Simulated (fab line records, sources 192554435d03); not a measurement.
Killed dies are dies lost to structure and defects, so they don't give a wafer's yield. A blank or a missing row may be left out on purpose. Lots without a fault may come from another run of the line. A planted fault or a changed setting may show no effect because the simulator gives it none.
Which tool did it? | flow n5_finfet | 11 lots, 33 wafers sampled, at 1 step of a route of 1938

WHAT THE GAUGES READ, wafer by wafer
N5_BEOL_M14_OVL_MEAS_29.
lot  | measured     | on         | M14_OVL (nm)
L603 | day 11 00:52 | overlay-02 | -1 0 -4
L604 | day 11 08:38 | overlay-02 | 0 2 0
L605 | day 11 09:06 | overlay-02 | 2 -1 0
L606 | day 11 17:29 | overlay-01 | 2 -7 -6
L611 | day 12 23:14 | overlay-01 | 0 7 -5
L614 | day 13 20:36 | overlay-02 | -7 -5 -2
L615 | day 14 13:38 | overlay-01 | 5 5 3
L617 | day 15 05:17 | overlay-02 | -3 -10 -4
L619 | day 15 05:34 | overlay-01 | 1 7 6
L616 | day 15 05:49 | overlay-01 | 5 1 3
L626 | day 17 21:20 | overlay-02 | 8 9 -1

WHICH TOOL RAN EACH LOT (tool, then ch and the chambers of the sampled wafers, then the start)
The record holds no process step before these readings.

THE ANSWER, worked out from the rows above alone
Rule: what is usual is taken from the lots themselves. Put in order of their means at a reading, lots are off if they are a third of the lots or fewer, leave a main group of 4 or more, and stand apart from it by a gap of 3 or more times the standard deviation of the main group's means; of several such gaps the widest counts. A main group whose means are all the same, to the digits that the tables above print for the reading, isn't used. A lot without any number at a reading at which 4 lots or more have one is off too. The other lots that the step has rows for count as sound.
No lot is off at any reading shown: from this, nothing can be told.

WHAT THE SIMULATOR HAD PUT IN
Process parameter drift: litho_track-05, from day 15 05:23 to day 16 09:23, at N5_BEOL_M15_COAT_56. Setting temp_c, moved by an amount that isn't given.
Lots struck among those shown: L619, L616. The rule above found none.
